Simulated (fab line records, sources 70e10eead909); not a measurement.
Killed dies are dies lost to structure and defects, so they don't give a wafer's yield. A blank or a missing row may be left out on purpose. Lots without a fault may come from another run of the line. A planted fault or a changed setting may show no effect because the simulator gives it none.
Which tool did it? | flow nand_harc | 12 lots, 36 wafers sampled, at 3 steps of a route of 1302

WHAT THE GAUGES READ, wafer by wafer
NHARC_P_GATE_INSPECT_28.
lot  | measured     | on                | raw_defect_count
L075 | day 5 13:57  | defect_inspect-01 | 4 6 7
L077 | day 6 12:10  | defect_inspect-01 | 6 7 6
L079 | day 7 02:37  | defect_inspect-02 | 14 10 7
L081 | day 7 23:42  | defect_inspect-01 | 6 4 9
L083 | day 8 22:50  | defect_inspect-02 | 5 7 8
L085 | day 9 15:57  | defect_inspect-02 | 11 9 2
L087 | day 10 10:25 | defect_inspect-02 | 3 2 6
L089 | day 11 04:06 | defect_inspect-01 | 2 5 9
L091 | day 12 02:36 | defect_inspect-01 | 14 7 6
L093 | day 13 00:44 | defect_inspect-02 | 4 5 9
L095 | day 13 23:22 | defect_inspect-01 | 3 7 4
L097 | day 14 18:45 | defect_inspect-02 | 4 10 2

WHICH TOOL RAN EACH LOT (tool, then ch and the chambers of the sampled wafers, then the start)
lot  | NHARC_P_ZERO_WELL_RTA_42         | NHARC_P_GATE_DEP_103
L075 | rtp_anneal-01 ch 0, day 2 14:24  | pecvd-02 ch 0,2, day 5 13:16
L077 | rtp_anneal-02 ch 0, day 3 08:58  | pecvd-02 ch 0,1,2, day 6 11:29
L079 | rtp_anneal-02 ch 0, day 4 05:14  | pecvd-02 ch 0,2, day 7 01:49
L081 | rtp_anneal-02 ch 0, day 5 05:02  | pecvd-01 ch 0,1,2, day 7 22:53
L083 | rtp_anneal-02 ch 0, day 5 20:58  | pecvd-04 ch 0,2, day 8 22:04
L085 | rtp_anneal-02 ch 0, day 6 21:13  | pecvd-04 ch 0,2, day 9 15:17
L087 | rtp_anneal-01 ch 0, day 7 13:11  | pecvd-01 ch 0,2, day 10 09:37
L089 | rtp_anneal-01 ch 0, day 8 08:56  | pecvd-02 ch 0,1,2, day 11 03:17
L091 | rtp_anneal-02 ch 0, day 9 04:45  | pecvd-01 ch 0,2, day 12 01:55
L093 | rtp_anneal-01 ch 0, day 10 01:04 | pecvd-02 ch 0,1,2, day 12 23:56
L095 | rtp_anneal-01 ch 0, day 10 20:59 | pecvd-02 ch 0,1,2, day 13 22:41
L097 | rtp_anneal-02 ch 0, day 11 16:59 | pecvd-01 ch 0,1, day 14 17:55
- NHARC_P_ZERO_WELL_RTA_42: time 300 s.
- NHARC_P_GATE_DEP_103: deposits SiON, target thk 30 nm.

THE ANSWER, worked out from the rows above alone
Rule: what is usual is taken from the lots themselves. Put in order of their means at a reading, lots are off if they are a third of the lots or fewer, leave a main group of 4 or more, and stand apart from it by a gap of 3 or more times the standard deviation of the main group's means; of several such gaps the widest counts. A main group whose means are all the same, to the digits that the tables above print for the reading, isn't used. A lot without any number at a reading at which 4 lots or more have one is off too. The other lots that the step has rows for count as sound.
No lot is off at any reading shown: from this, nothing can be told.

WHAT THE SIMULATOR HAD PUT IN
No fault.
